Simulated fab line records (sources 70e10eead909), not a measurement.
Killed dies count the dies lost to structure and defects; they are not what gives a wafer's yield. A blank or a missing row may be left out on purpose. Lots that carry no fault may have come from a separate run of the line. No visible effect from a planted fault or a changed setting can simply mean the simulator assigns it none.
fab line records ; flow nand_harc
record lots=6; wafers=18; last_day=33
route steps=1302 shown P_GATE@127
lots that met no fault: from a run of the same line without faults
start_h: hours from the record's first day to the start of the lot's first wafer shown ; wait_h: hours from the lot's prior step to this one ; " unchanged from the row above ; L1.1+2: one row covering several wafers at once ; - no value, or no start was given ; * or withheld: withheld ; < > ~ a bound
route shown NAME@n: NAME is a module with steps in the file, n the number in the route of the first one ; usual: mean and standard deviation over wafers with no fault ; same: alike in all rows ; chamber/n: place in a boat ; sites: each site's reading ; _std_site: how widely they spread, as a standard deviation ; _edge_site: mean of outer sites minus mean of inner sites ; radius_mm: how far each site lies from the wafer's centre ; mask NAME#n: copy n ; behind: tool/chamber where the wafer was last shaped ; hold: why the lot was held/for how many hours/how that ended ; device: whichever transistor did not switch (one of n, p or np) ; end of line: the same wafers' tests at the end of the route ; step lacking rows: just its recipe ; killed: not the wafer's yield, but the dies lost to structure and defects at the first sort ; map: a wafer's dies, x killed, . not, _ none there
set.NAME: the setting that was run; set.NAME@STEP: the one run at that earlier step ; model.NAME: the simulator's own value behind a step, which no gauge read
lots at some steps of the route; a table a step, a row a wafer
services: from which hour (start_h, from the record's first day; less than 0 if before it) a tool's chamber was out of use, for how many hours, and why
## steps
# step NHARC_P_GATE_PRECLEAN_71
# recipe time_s=*; temp_c=50; bath_age_min=0; chemistry=SC1
# step NHARC_P_GATE_SRD_72
# step NHARC_P_GATE_OXIDE_16
# recipe target_thk_a=30; temp_c=875; ox_time_s=392; material=SiO2
# step NHARC_P_GATE_CVD_17
# recipe target_thk_a=1500; temp_c=620; time_s=900; material=poly-Si
# step NHARC_P_GATE_HM_DEP_102
# recipe target_thk_a=1200; temp_c=400; material=aC
# usual susceptor_temp_C=400.00/0.25; throttle_valve_pct=34.999/0.0088
lot.wafer;tool;chamber;start_h;wait_h;susceptor_temp_C;throttle_valve_pct
L261.1;acl_dep-03;0;138.90;0.4;400.28;34.999
L261.4;acl_dep-03;0;138.90;0.4;399.73;34.993
L261.5;acl_dep-03;0;138.90;0.4;400.37;35.001
L268.1;acl_dep-02;0;208.39;4.8;-;35.008
L268.5;acl_dep-02;0;208.39;4.8;-;34.994
L268.6;acl_dep-02;0;208.39;4.8;-;34.990
L275.1;acl_dep-01;0;281.02;3.9;400.03;35.010
L275.2;acl_dep-01;0;281.02;3.9;400.09;34.993
L275.4;acl_dep-01;0;281.02;3.9;399.79;34.995
L276.4;acl_dep-01;0;293.31;0.7;399.77;35.009
L276.5;acl_dep-01;0;293.31;0.7;399.86;35.005
L276.6;acl_dep-01;0;293.31;0.7;400.12;35.007
L277.4;acl_dep-01;0;304.11;0.7;399.72;34.994
L277.5;acl_dep-01;0;304.11;0.7;399.60;35.014
L277.6;acl_dep-01;0;304.11;0.7;399.54;34.988
L280.2;acl_dep-01;0;322.85;0.5;-;34.981
L280.3;acl_dep-01;0;322.85;0.5;-;35.002
L280.4;acl_dep-01;0;322.85;0.5;-;35.009
# step NHARC_P_GATE_DEP_103
# recipe target_thk_a=300; target_thk_nm=30; temp_c=400; flow_sccm=200; rf_w=350; material=SiON
# usual heater_power_w=729/64; susceptor_temp_C=400.00/0.21
lot.wafer;tool;chamber;start_h;wait_h;heater_power_w;susceptor_temp_C
L261.1;pecvd-04;2;139.63;0.6;718;400.44
L261.5;pecvd-04;0;139.63;0.6;644;400.07
L261.4;pecvd-04;2;139.63;0.6;732;400.30
L268.1;pecvd-04;2;209.05;0.6;685;400.05
L268.5;pecvd-04;2;209.05;0.6;656;399.95
L268.6;pecvd-04;0;209.05;0.6;723;399.93
L275.2;pecvd-03;2;281.99;0.8;732;400.26
L275.1;pecvd-03;0;281.99;0.8;764;399.96
L275.4;pecvd-03;0;281.99;0.8;760;399.99
L276.5;pecvd-04;0;293.73;0.2;666;399.78
L276.4;pecvd-04;1;293.73;0.2;663;399.93
L276.6;pecvd-04;2;293.73;0.2;620;399.95
L277.5;pecvd-04;0;305.09;0.8;667;399.89
L277.4;pecvd-04;1;305.09;0.8;690;399.85
L277.6;pecvd-04;2;305.09;0.8;701;399.75
L280.3;pecvd-03;0;323.39;0.3;732;400.34
L280.2;pecvd-03;2;323.39;0.3;812;400.10
L280.4;pecvd-03;1;323.39;0.3;769;399.78
# step NHARC_P_GATE_DEHYDRATE_18
# recipe temp_c=150; time_s=120
# step NHARC_P_GATE_HMDS_19
# recipe time_s=30
# step NHARC_P_GATE_COAT_20
# recipe spin_rpm=1500; resist_thk_nm=90
# step NHARC_P_GATE_SOFTBAKE_21
# recipe temp_c=105; time_s=55
# step NHARC_P_GATE_EBR_22
# step NHARC_P_GATE_EXPOSE_23
# recipe na=1.35; target_cd_nm=120; dose_mj=93.91; mask_id=P_GATE
# step NHARC_P_GATE_PEB_24
# recipe peb_temp_c=100; peb_time_s=65
# usual chill_plate_temp_C=22.98/0.095; heater_power_total_W=156.6/0.43; plate_temp_C=99.98/0.15
lot.wafer;tool;chamber;start_h;wait_h;chill_plate_temp_C;heater_power_total_W;plate_temp_C
L261.1;litho_track-06;0;140.05;0.1;22.87;156.5;100.04
L261.4;litho_track-06;0;140.05;0.1;22.99;156.6;99.88
L261.5;litho_track-06;0;140.05;0.1;23.13;156.5;99.97
L268.1;litho_track-01;0;209.52;0.1;23.15;157.1;99.92
L268.5;litho_track-01;0;209.52;0.1;22.99;156.8;99.75
L268.6;litho_track-01;0;209.52;0.1;22.98;156.3;99.73
L275.1;litho_track-01;0;282.56;0.1;23.01;138.7;91.56
L275.2;litho_track-01;0;282.56;0.1;22.87;138.1;91.63
L275.4;litho_track-01;0;282.56;0.1;22.94;139.0;91.63
L276.4;litho_track-04;0;294.13;0.0;23.04;156.6;100.09
L276.5;litho_track-04;0;294.13;0.0;23.04;156.6;99.88
L276.6;litho_track-04;0;294.13;0.0;23.01;156.5;100.12
L277.4;litho_track-01;0;305.61;0.0;23.13;137.9;91.44
L277.5;litho_track-01;0;305.61;0.0;23.13;138.8;91.45
L277.6;litho_track-01;0;305.61;0.0;23.15;138.0;91.38
L280.2;litho_track-04;0;323.99;0.1;22.92;156.1;100.25
L280.3;litho_track-04;0;323.99;0.1;23.08;156.0;100.03
L280.4;litho_track-04;0;323.99;0.1;23.03;156.0;100.26
# step NHARC_P_GATE_DEVELOP_25
# recipe develop_time_s=35; dev_temp_c=23
# step NHARC_P_GATE_CD_MEAS_26
# recipe target_cd_nm=120; landing_energy_ev=500
# usual cd_nm=119.9/0.55
lot.wafer;tool;chamber;start_h;wait_h;cd_nm
L261.1;cd_sem-02;0;140.13;-;120.4
L261.4;cd_sem-02;0;140.13;-;120.1
L261.5;cd_sem-02;0;140.13;-;120.3
L268.1;cd_sem-02;0;209.60;-;120.1
L268.5;cd_sem-02;0;209.60;-;119.2
L268.6;cd_sem-02;0;209.60;-;120.1
L275.1;cd_sem-01;0;282.64;-;158.2
L275.2;cd_sem-01;0;282.64;-;158.3
L275.4;cd_sem-01;0;282.64;-;158.2
L276.4;cd_sem-03;0;294.21;-;119.1
L276.5;cd_sem-03;0;294.21;-;119.7
L276.6;cd_sem-03;0;294.21;-;120.1
L277.4;cd_sem-01;0;305.69;-;155.9
L277.5;cd_sem-01;0;305.69;-;155.7
L277.6;cd_sem-01;0;305.69;-;155.9
L280.2;cd_sem-03;0;324.07;-;120.0
L280.3;cd_sem-03;0;324.07;-;119.4
L280.4;cd_sem-03;0;324.07;-;120.0
# step NHARC_P_GATE_OVL_MEAS_27
# usual overlay_x_nm=-0.2/0.75; overlay_y_nm=0.1/0.66
lot.wafer;tool;chamber;start_h;wait_h;overlay_x_nm;overlay_y_nm
L261.1;overlay-02;-;140.21;-;-1.3;0.6
L261.4;overlay-02;-;140.21;-;-1.1;0.9
L261.5;overlay-02;-;140.21;-;-0.9;0.0
L268.1;overlay-02;-;209.69;-;-0.1;-0.8
L268.5;overlay-02;-;209.69;-;-0.6;-1.0
L268.6;overlay-02;-;209.69;-;0.0;-1.1
L275.1;overlay-01;-;282.73;-;-0.2;0.1
L275.2;overlay-01;-;282.73;-;0.5;0.1
L275.4;overlay-01;-;282.73;-;0.8;-0.1
L276.4;overlay-02;-;294.29;-;0.8;0.3
L276.5;overlay-02;-;294.29;-;0.6;0.6
L276.6;overlay-02;-;294.29;-;0.2;0.9
L277.4;overlay-02;-;305.78;-;-0.9;0.4
L277.5;overlay-02;-;305.78;-;-0.9;-0.1
L277.6;overlay-02;-;305.78;-;-0.8;-0.2
L280.2;overlay-02;-;324.16;-;1.2;1.6
L280.3;overlay-02;-;324.16;-;1.1;0.8
L280.4;overlay-02;-;324.16;-;1.1;1.1
# step NHARC_P_GATE_INSPECT_28
# usual raw_defect_count=6/3.1
lot.wafer;tool;chamber;start_h;wait_h;raw_defect_count
L261.1;defect_inspect-01;-;140.25;0.0;4
L261.4;defect_inspect-01;-;140.25;0.0;3
L261.5;defect_inspect-01;-;140.25;0.0;5
L268.1;defect_inspect-02;-;209.72;0.0;3
L268.5;defect_inspect-02;-;209.72;0.0;6
L268.6;defect_inspect-02;-;209.72;0.0;6
L275.1;defect_inspect-01;-;282.76;0.0;5
L275.2;defect_inspect-01;-;282.76;0.0;6
L275.4;defect_inspect-01;-;282.76;0.0;4
L276.4;defect_inspect-02;-;294.33;0.0;4
L276.5;defect_inspect-02;-;294.33;0.0;9
L276.6;defect_inspect-02;-;294.33;0.0;3
L277.4;defect_inspect-02;-;305.81;0.0;10
L277.5;defect_inspect-02;-;305.81;0.0;5
L277.6;defect_inspect-02;-;305.81;0.0;6
L280.2;defect_inspect-02;-;324.20;0.0;10
L280.3;defect_inspect-02;-;324.20;0.0;7
L280.4;defect_inspect-02;-;324.20;0.0;9
# step NHARC_P_GATE_DESCUM_31
# recipe time_s=3; o2_flow_sccm=200; ar_flow_sccm=0; bias_power_w=0; chemistry=O2
# usual drypump_motor_current_A=5.7/0.43; o2_flow_sccm=199.9/0.62; oes_product_au=1.000/0.0073; rf_vpp_V=57.8/0.84; showerhead_plenum_p_Torr=1.90/0.065; throttle_valve_pct=11.311/0.0088
lot.wafer;tool;chamber;start_h;wait_h;drypump_motor_current_A;o2_flow_sccm;oes_product_au;rf_hours_counter_h;rf_vpp_V;showerhead_plenum_p_Torr;throttle_valve_pct;model.P_GATE.cd_nm
L261.1;rie_diel-13;3;140.32;0.1;6.3;199.5;1.006;9.2;58.8;1.93;11.305;120.2
L261.4;rie_diel-13;0;140.32;0.1;5.8;199.5;0.995;7.3;57.2;1.86;11.313;119.4
L261.5;rie_diel-13;3;140.32;0.1;6.2;198.8;1.005;-;57.2;1.93;11.321;119.5
L268.1;rie_diel-13;2;209.79;0.1;6.2;198.8;1.003;1.2;58.5;1.83;11.314;120.7
L268.6;rie_diel-13;1;209.79;0.1;4.9;199.9;1.002;-;58.9;1.83;11.316;119.5
L268.5;rie_diel-13;2;209.79;0.1;6.2;198.3;1.005;-;57.4;1.83;11.320;119.9
L275.2;rie_diel-09;2;282.83;0.1;5.2;199.6;0.974;9.5;58.1;1.92;11.303;157.9
L275.1;rie_diel-09;3;282.83;0.1;5.8;200.7;1.012;8.1;59.2;1.90;11.322;157.9
L275.4;rie_diel-09;0;282.83;0.1;5.0;199.7;1.008;7.0;58.3;1.96;11.297;158.1
L276.4;rie_diel-02;1;294.42;0.1;5.9;201.2;1.001;-;56.6;1.79;11.319;119.7
L276.6;rie_diel-02;1;294.42;0.1;5.9;201.0;0.998;-;57.9;1.79;11.311;120.4
L276.5;rie_diel-02;0;294.42;0.1;5.6;200.2;1.008;-;57.7;1.98;11.311;119.8
L277.4;rie_diel-09;1;305.89;0.1;6.2;200.4;0.997;8.9;58.0;1.94;11.305;155.8
L277.5;rie_diel-09;3;305.89;0.1;5.8;200.0;0.995;-;57.6;1.90;11.309;155.7
L277.6;rie_diel-09;0;305.89;0.1;5.0;200.6;1.003;-;57.5;1.96;11.303;155.6
L280.2;rie_diel-02;0;324.26;0.1;5.6;199.7;1.012;5.0;58.6;1.98;11.304;120
L280.3;rie_diel-02;2;324.26;0.1;5.2;199.1;1.001;3.0;57.0;1.80;11.307;119.1
L280.4;rie_diel-02;3;324.26;0.1;5.8;200.2;1.003;4.3;57.8;1.96;11.325;119.9
# step NHARC_P_GATE_ETCH_104
# recipe target_depth_a=600; time_s=withheld; cf4_flow_sccm=100; chf3_flow_sccm=30; ar_flow_sccm=0; rf_w=500; bias_w=200; chemistry=CF4/CHF3
# usual drypump_motor_current_A=5.7/0.43; oes_product_au=0.947/0.022; rf_vpp_V=370.5/1.9; showerhead_plenum_p_Torr=1.57/0.051; throttle_valve_pct=16.803/0.0091
lot.wafer;tool;chamber;start_h;wait_h;drypump_motor_current_A;oes_product_au;rf_vpp_V;showerhead_plenum_p_Torr;throttle_valve_pct
L261.1;rie_diel-13;3;140.40;0.1;6.2;0.967;372.4;1.59;16.796
L261.4;rie_diel-13;0;140.40;0.1;5.8;0.969;370.1;1.53;16.809
L261.5;rie_diel-13;2;140.40;0.1;6.2;0.952;369.2;1.51;16.789
L268.1;rie_diel-13;0;209.87;0.1;5.8;0.927;370.0;1.53;16.823
L268.6;rie_diel-13;0;209.87;0.1;5.8;0.926;369.4;1.53;16.794
L268.5;rie_diel-13;1;209.87;0.1;4.9;0.929;370.3;1.51;16.800
L275.4;rie_diel-09;0;282.91;0.1;5.0;0.925;372.0;1.61;16.797
L275.1;rie_diel-09;1;282.91;0.1;6.2;0.923;371.0;1.60;16.801
L275.2;rie_diel-09;2;282.91;0.1;5.1;0.920;370.5;1.58;16.811
L276.4;rie_diel-02;0;294.55;0.1;5.5;0.933;372.2;1.63;16.796
L276.5;rie_diel-02;1;294.55;0.1;5.9;0.920;366.5;1.48;16.800
L276.6;rie_diel-02;0;294.55;0.1;5.6;0.931;371.8;1.63;16.791
L277.4;rie_diel-09;3;305.96;0.1;5.9;0.968;370.7;1.57;16.795
L277.5;rie_diel-09;1;305.96;0.1;6.2;0.978;371.2;1.60;16.807
L277.6;rie_diel-09;2;305.96;0.1;5.1;0.965;371.7;1.57;16.808
L280.3;rie_diel-02;1;324.35;0.1;5.9;0.941;367.9;1.48;16.802
L280.2;rie_diel-02;2;324.35;0.1;5.3;0.942;367.8;1.48;16.805
L280.4;rie_diel-02;3;324.35;0.1;5.8;0.933;372.0;1.61;16.798
# step NHARC_P_GATE_HM_OPEN_105
# recipe target_depth_a=3600; o2_flow_sccm=400; cos_flow_sccm=20; ar_flow_sccm=0; rf_w=500; bias_w=300; chemistry=O2/COS
# usual drypump_motor_current_A=5.7/0.44; o2_flow_sccm=400.1/1.2; oes_product_au=1.000/0.0072; rf_vpp_V=466.8/2.3; showerhead_plenum_p_Torr=3.10/0.1; throttle_valve_pct=28.330/0.01
lot.wafer;tool;chamber;start_h;wait_h;drypump_motor_current_A;o2_flow_sccm;oes_product_au;rf_hours_counter_h;rf_vpp_V;showerhead_plenum_p_Torr;throttle_valve_pct
L261.1;rie_diel-13;0;-;-;5.8;400.0;0.994;7.3;466.4;3.04;28.318
L261.4;rie_diel-13;1;-;-;4.8;400.1;1.015;7.7;465.1;3.00;28.324
L261.5;rie_diel-13;1;-;-;4.9;400.6;1.017;-;465.0;3.00;28.329
L268.1;rie_diel-13;3;-;-;6.3;399.3;1.001;1.7;467.6;3.15;28.319
L268.5;rie_diel-13;2;-;-;6.2;401.6;1.006;-;464.2;2.99;28.321
L268.6;rie_diel-13;3;-;-;6.2;399.1;1.008;-;466.6;3.15;28.332
L275.2;rie_diel-09;0;-;-;5.0;399.3;1.008;7.0;469.5;3.20;28.333
L275.4;rie_diel-09;1;-;-;6.2;403.1;1.003;8.4;468.5;3.17;28.324
L275.1;rie_diel-09;2;-;-;5.2;402.0;0.997;9.5;467.6;3.13;28.329
L276.4;rie_diel-02;0;-;-;5.6;399.7;0.998;-;469.1;3.23;28.333
L276.5;rie_diel-02;0;-;-;5.6;397.2;0.995;-;469.5;3.23;28.343
L276.6;rie_diel-02;1;-;-;5.9;399.9;1.000;-;463.9;2.93;28.333
L277.4;rie_diel-09;2;-;-;5.2;398.6;0.994;10.1;467.8;3.12;28.335
L277.5;rie_diel-09;0;-;-;5.0;400.6;1.001;-;469.8;3.20;28.342
L277.6;rie_diel-09;1;-;-;6.2;399.8;1.004;-;467.8;3.17;28.338
L280.3;rie_diel-02;0;-;-;5.6;403.3;1.011;5.0;468.9;3.23;28.348
L280.2;rie_diel-02;2;-;-;5.3;398.8;0.998;3.1;464.5;2.94;28.339
L280.4;rie_diel-02;3;-;-;5.8;401.4;1.000;4.3;468.9;3.19;28.317
# step NHARC_P_GATE_STRIP_106
# recipe o2_flow_sccm=400; cos_flow_sccm=20; ar_flow_sccm=0; bias_w=0; chemistry=O2/COS
# step NHARC_P_GATE_ETCH_114
# recipe target_depth_a=300; overetch_a=30; time_s=16.5; ion_energy_ev=100; cf4_flow_sccm=80; o2_flow_sccm=20; ar_flow_sccm=0; rf_w=300; bias_w=100; chemistry=CF4/O2
# usual drypump_motor_current_A=5.7/0.44; o2_flow_sccm=20.00/0.067; oes_o_777_au=1.001/0.0042; oes_product_au=0.999/0.008; rf_vpp_V=197.7/1.3; showerhead_plenum_p_Torr=1.33/0.045; throttle_valve_pct=13.397/0.0097
lot.wafer;tool;chamber;start_h;wait_h;drypump_motor_current_A;o2_flow_sccm;oes_o_777_au;oes_product_au;rf_hours_counter_h;rf_vpp_V;showerhead_plenum_p_Torr;throttle_valve_pct
L261.1;rie_diel-13;0;-;-;5.8;20.03;1.000;0.995;7.4;196.9;1.30;13.382
L261.4;rie_diel-13;1;-;-;4.9;20.04;1.001;1.011;7.7;195.6;1.28;13.401
L261.5;rie_diel-13;1;-;-;4.9;19.82;0.997;1.001;-;197.1;1.28;13.388
L268.1;rie_diel-13;3;-;-;6.2;20.00;1.010;1.001;1.7;197.6;1.35;13.409
L268.5;rie_diel-13;3;-;-;6.3;20.04;1.004;0.998;-;198.5;1.35;13.393
L268.6;rie_diel-13;0;-;-;5.8;19.85;0.999;0.997;-;198.8;1.30;13.386
L275.4;rie_diel-09;3;-;-;5.9;19.96;1.002;0.982;8.2;197.0;1.33;13.397
L275.1;rie_diel-09;0;-;-;5.0;19.88;1.000;1.000;7.1;198.8;1.37;13.407
L275.2;rie_diel-09;2;-;-;5.2;20.01;0.997;0.995;9.6;197.2;1.34;13.395
L276.4;rie_diel-02;0;-;-;5.6;20.03;1.004;1.003;-;199.2;1.38;13.407
L276.6;rie_diel-02;0;-;-;5.6;20.04;1.000;0.989;-;199.7;1.38;13.406
L276.5;rie_diel-02;1;-;-;5.9;20.02;1.007;0.990;-;196.6;1.25;13.403
L277.4;rie_diel-09;3;-;-;5.8;20.02;1.001;1.002;8.7;196.9;1.33;13.406
L277.5;rie_diel-09;1;-;-;6.2;20.07;1.003;0.997;-;198.2;1.36;13.382
L277.6;rie_diel-09;2;-;-;5.1;20.15;0.999;0.994;-;197.0;1.34;13.408
L280.2;rie_diel-02;3;-;-;5.8;20.05;0.999;0.996;4.3;200.2;1.37;13.404
L280.4;rie_diel-02;0;-;-;5.6;20.03;1.006;1.014;5.0;199.3;1.38;13.393
L280.3;rie_diel-02;2;-;-;5.3;20.03;0.993;0.996;3.1;196.7;1.25;13.402
# step NHARC_P_GATE_ETCH_32
# recipe target_depth_a=1500; over_etch_frac=1; over_etch_ion_energy_ev=40; time_s=100.1; hbr_flow_sccm=150; cl2_flow_sccm=50; rf_w=400; icp_w=400; bias_w=100; chemistry=HBr/Cl2
# usual drypump_motor_current_A=5.7/0.49; oes_product_au=0.999/0.0081; throttle_valve_pct=26.407/0.0092
lot.wafer;tool;chamber;start_h;wait_h;drypump_motor_current_A;oes_product_au;rf_hours_counter_h;throttle_valve_pct;model.P_GATE.cd_nm
L261.1;rie_si-05;0;140.79;-;6.0;1.008;0.0;26.402;118.5
L261.4;rie_si-05;1;140.79;-;5.4;1.002;0.0;26.409;118.8
L261.5;rie_si-05;3;140.79;-;4.9;1.003;-;26.397;119.6
L268.1;rie_si-02;1;210.29;-;6.1;0.997;0.6;26.398;123.1
L268.6;rie_si-02;2;210.29;-;6.5;1.007;-;26.402;122.2
L268.5;rie_si-02;3;210.29;-;5.7;0.988;-;26.422;121.6
L275.1;rie_si-05;3;283.29;-;4.9;0.997;1.0;26.418;161.7
L275.2;rie_si-05;1;283.29;-;5.4;0.985;0.8;26.401;160
L275.4;rie_si-05;1;283.29;-;5.5;0.995;-;26.416;162.4
L276.5;rie_si-05;0;295.12;-;6.0;1.002;-;26.428;122.5
L276.6;rie_si-05;1;295.12;-;5.5;0.990;-;26.412;124.1
L276.4;rie_si-05;3;295.12;-;5.0;0.988;-;26.415;126.2
L277.4;rie_si-02;3;306.35;-;5.7;0.999;0.1;26.402;156.7
L277.5;rie_si-02;2;306.35;-;6.6;0.985;-;26.400;156.6
L277.6;rie_si-02;3;306.35;-;5.7;1.000;-;26.417;155.8
L280.4;rie_si-02;0;324.72;-;5.5;0.997;0.2;26.413;119.7
L280.2;rie_si-02;1;324.72;-;6.2;1.002;0.2;26.421;121.5
L280.3;rie_si-02;2;324.72;-;6.6;1.004;0.3;26.407;120.4
# step NHARC_P_GATE_STRIP_108
# recipe o2_flow_sccm=500; ar_flow_sccm=0; bias_w=0; chemistry=O2
## services
tool;chamber;start_h;hours;kind
rie_diel-02;1;141.18;7.1;repair
rie_diel-09;-;143.10;9.0;pm
rie_diel-02;1;156.02;16.4;repair
rie_diel-13;-;165.00;9.0;pm
rie_diel-02;3;171.10;1.5;repair
rie_diel-02;1;182.21;2.4;repair
acl_dep-01;-;188.57;13.0;pm
rie_diel-09;-;210.56;2.0;repair
rie_diel-02;-;216.70;9.0;pm
pecvd-04;-;224.24;1.5;repair
rie_diel-09;-;228.74;0.5;repair
pecvd-04;0;235.60;22.7;repair
rie_diel-13;1;242.72;8.6;repair
pecvd-04;1;243.08;8.4;repair
rie_diel-13;3;262.99;15.8;repair
rie_diel-02;3;274.27;21.3;repair
rie_diel-02;2;287.09;22.8;repair
rie_diel-13;3;292.77;2.9;repair
rie_diel-13;2;295.12;15.4;repair
rie_diel-13;0;295.13;13.1;repair
rie_diel-09;0;306.56;7.1;repair
rie_diel-13;1;314.96;4.5;repair
rie_diel-09;0;316.54;3.2;repair
rie_diel-09;-;320.10;9.0;pm
## key
first_sign step=NHARC_P_GATE_PEB_24; reading=plate_temp_C; direction=down; sigmas=56; usual=*; struck=*
effect step=NHARC_P_GATE_PEB_24; reading=heater_power_total_W; direction=down; sigmas=42; usual=*; struck=*
effect step=NHARC_P_GATE_CD_MEAS_26; reading=cd_nm; direction=up; sigmas=67; usual=119.9; struck=157.0
model_effect step=NHARC_P_GATE_DESCUM_31; value=P_GATE.cd_nm; without=119.6; struck=156.8
model_effect step=NHARC_P_GATE_ETCH_32; value=P_GATE.cd_nm; without=121.7; struck=158.9
met_at NHARC_P_GATE_PEB_24
struck_wafers L275.1,L275.2,L275.4,L277.4,L277.5,L277.6
later_rows_left_out L275.1,L275.2,L275.4,L277.4,L277.5,L277.6
sort_left_out L275.1,L275.2,L275.4,L277.4,L277.5,L277.6
tester_left_out L275,L277
onset_between 209.52 282.56
fault kind=process_parameter_drift; tool=litho_track-01; chamber=-; onset_h=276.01; steps=NHARC_P_GATE_PEB_24; channel=peb_temp_c; offset=*; shape=step; end_h=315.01; acts_in=*; stated=*
# tester_left_out: of these lots the tester's yield and bins aren't shown, on N5 and GAA mostly nor the transistor test; their killed dies are dies lost to structure and defects alone, not to doping, threshold or leakage, so they don't give the yield
# sort_left_out: the simulated sort isn't trusted on such a fault, so these wafers' sort isn't shown, and their yield isn't known
# later_rows_left_out: the simulator's readings of these wafers behind a module that went badly wrong aren't trusted and aren't shown, but for the sort
